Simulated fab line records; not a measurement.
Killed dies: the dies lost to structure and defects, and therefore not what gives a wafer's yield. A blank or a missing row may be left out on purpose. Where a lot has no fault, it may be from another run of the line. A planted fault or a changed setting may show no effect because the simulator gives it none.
Chamber matching	flow n5 finfet	N5_BEOL_M10_ILD_DEP_00 on pecvd-03 has 3 sister chambers
The step deposits SiCOH lowk from DEMS/porogen, target thk 308.51 nm, time 58 s. 3 wafers are shown with their chamber, then 12 later ones without.

== WAFERS WITH THEIR CHAMBER ==
wafer	chamber	throttle valve pct (%)
L087.6	1	13.1
L089.4	0	14.4
L089.6	2	13.2

== WAFERS WHOSE CHAMBER IS MISSING ==
wafer	throttle valve pct (%)
L091.2	13.2
L091.5	14.1
L091.6	13.4
L094.3	13.6
L094.5	13.1
L094.6	14.3
L096.1	13.1
L096.2	13.4
L096.5	13.4
L097.3	13.6
L097.4	13.5
L097.5	14.5

== EACH ONE'S CHAMBER ==
wafer	from the rows above	in truth
L091.2	can't be placed: 2 or 1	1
L091.5	0	0
L091.6	can't be placed: 2 or 1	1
L094.3	can't be placed: 2 or 1 or 0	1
L094.5	can't be placed: 1 or 2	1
L094.6	0	0
L096.1	can't be placed: 1 or 2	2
L096.2	can't be placed: 2 or 1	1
L096.5	can't be placed: 2 or 1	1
L097.3	can't be placed: 2 or 1 or 0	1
L097.4	can't be placed: 2 or 1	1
L097.5	0	0
Placed correctly: 3 of 12. Not placeable from these rows: 9 (in 9, the candidates include the true chamber). Number placed wrongly: 0.
How it was worked out, from the rows above alone: a wafer's distance from a chamber is the root of the sum, over the readings, of the square of ((its reading less the chamber's mean) divided by the reading's scatter). If the next closest chamber is less than 2 further off than the closest, the wafer can't be placed; otherwise it belongs to the closest. The mean given for a chamber averages the wafers shown for that chamber. The scatter: root of mean squared gap, hidden wafer to nearest shown wafer, with one shown wafer a chamber.
